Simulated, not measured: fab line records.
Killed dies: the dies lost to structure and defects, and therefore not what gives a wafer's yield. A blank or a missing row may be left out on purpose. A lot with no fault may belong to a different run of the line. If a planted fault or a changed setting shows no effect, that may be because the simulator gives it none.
Chamber matching + flow nand-harc + NHARC_A_CHANNEL_FILL_D1_ETCHBACK_20 on rie-diel-12: 3 sister chambers
The step etches the open film in C4F8/O2/Ar, target depth 27 nm, time 13.5 s. 6 wafers are shown with their chamber, then 4 later ones without.

== EACH WAFER AND ITS CHAMBER ==
| wafer  | chamber | rf-vpp-V (V) | oes-product-au (a.u.) |
|--------|---------|--------------|-----------------------|
| L128.5 | 0       | 974          | 0.93                  |
| L129.3 | 3       | 978          | 0.93                  |
| L129.4 | 2       | 971          | 0.92                  |
| L129.5 | 0       | 975          | 0.92                  |
| L130.3 | 3       | 979          | 0.93                  |
| L130.4 | 2       | 969          | 0.91                  |

== WAFERS WITHOUT THEIR CHAMBER ==
| wafer  | rf-vpp-V (V) | oes-product-au (a.u.) |
|--------|--------------|-----------------------|
| L130.5 | 975          | 0.92                  |
| L132.3 | 978          | 0.93                  |
| L132.6 | 976          | 0.92                  |
| L133.1 | 970          | 0.92                  |

== EACH ONE'S CHAMBER ==
| wafer  | from the rows above     | in truth |
|--------|-------------------------|----------|
| L130.5 | 0                       | 0        |
| L132.3 | 3                       | 3        |
| L132.6 | can't be placed: 0 or 3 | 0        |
| L133.1 | 2                       | 2        |
Placed correctly: 3 of 4. Not placeable from these rows: 1 (in 1, the candidates include the true chamber). Number placed wrongly: 0.
How it was worked out, from the rows above alone: a wafer's distance from a chamber is the root of the sum, over the readings, of the square of ((its reading less the chamber's mean) divided by the reading's scatter). The wafer belongs to the nearest chamber; if the next one is less than 2 further off, it can't be placed. A chamber's mean is the mean of its shown wafers. How the scatter is found: for the shown wafers, subtract from each reading the mean of its chamber, square and add these, divide the total by (wafers less chambers), then take the root.
